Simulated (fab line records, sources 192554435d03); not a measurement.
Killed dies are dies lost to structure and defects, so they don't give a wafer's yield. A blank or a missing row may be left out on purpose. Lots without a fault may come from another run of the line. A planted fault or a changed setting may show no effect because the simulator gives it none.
One fault seen from 2 desks | flow n5_finfet | each desk has only its own numbers; what lay behind them comes last

THE TOOL OWNER'S DESK: arfi_scanner-01
The tool's own readings at N5_SD_EPI_N_EXPOSE_06 (exposes mask SD N BLK, target cd 120 nm): means of the sampled wafers that have a number, for each lot that ran on this tool. A lot is out of limits, marked OUT, if its mean lies more than 4 standard deviations from the usual mean; the brackets give that distance.
Columns: A = exposure_dose_mJ_cm2 at N5_SD_EPI_N_EXPOSE_06, usual 39.74
lot  | first seen here | A
L953 | day 4 06:19     | 39.75
L958 | day 5 15:47     | 35.57 (-99 or more) OUT
L959 | day 5 21:10     | 36.38 (-89) OUT
This desk's finding: out of limits on L958, L959; first on L958, day 5 15:47 (exposure_dose_mJ_cm2 at N5_SD_EPI_N_EXPOSE_06). In limits: L953.

THE METROLOGY DESK
What the gauges read, lot by lot, whatever tool the lot ran on: means of the sampled wafers that have a number. A lot is out of limits, marked OUT, if its mean lies more than 4 standard deviations from the usual mean; the brackets give that distance. Of its 11 readings 7 are shown: the one that was out of limits first, and those that lie furthest out on some lot.
Columns: A = cd_nm at N5_SD_EPI_N_CD_MEAS_09, usual 120.0 nm; B = IOFF_N at N5_BEOL_M4_RC_MEAS_101, usual 0.152 nA/um; C = IOFF_P at N5_BEOL_M4_RC_MEAS_101, usual 0.20 nA/um; D = ION_N at N5_BEOL_M4_RC_MEAS_101, usual 672 uA/um; E = ION_P at N5_BEOL_M4_RC_MEAS_101, usual 461 uA/um; F = VT_N at N5_BEOL_M4_RC_MEAS_101, usual 251 mV; G = VT_P at N5_BEOL_M4_RC_MEAS_101, usual -251 mV
lot  | first seen here | A               | B     | C    | D   | E   | F   | G
L950 | day 3 13:31     | 118.7           | 0.167 | 0.24 | 673 | 464 | 250 | -247
L953 | day 4 06:26     | 120.0           | 0.205 | 0.28 | 688 | 479 | 244 | -243
L958 | day 5 15:55     | 112.8 (-12) OUT | 0.158 | 0.23 | 673 | 465 | 250 | -247
L959 | day 5 21:18     | 113.7 (-10) OUT | 0.182 | 0.22 | 683 | 468 | 244 | -247
L962 | day 6 12:42     | 120.0           | 0.156 | 0.21 | 666 | 462 | 251 | -249
L963 | day 6 20:08     | 119.6           | 0.151 | 0.19 | 670 | 454 | 252 | -254
L965 | day 7 07:42     | 120.0           | 0.143 | 0.19 | 672 | 465 | 253 | -250
L968 | day 8 01:10     | 119.8           | 0.125 | 0.16 | 656 | 449 | 255 | -257
This desk's finding: out of limits on L958, L959; first on L958, day 5 15:55 (cd_nm at N5_SD_EPI_N_CD_MEAS_09). In limits: L950, L953, L962, L963, L965, L968.

PUT TOGETHER
The tool owner's desk could have raised an alarm at day 5 15:47, on L958, L959.
The metrology desk could have raised an alarm at day 5 15:55, on L958, L959.
Of the lots named, all ran N5_SD_EPI_N_EXPOSE_06 on arfi_scanner-01.

WHAT THE SIMULATOR HAD PUT IN
Process parameter drift: arfi_scanner-01, from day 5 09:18 on, at N5_SD_EPI_N_EXPOSE_06. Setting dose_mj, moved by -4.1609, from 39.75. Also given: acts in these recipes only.
Lots struck among those shown: L958, L959.
Hours from the fault's start to each desk's first reading out of limits: the tool owner's desk, 6; the metrology desk, 7.
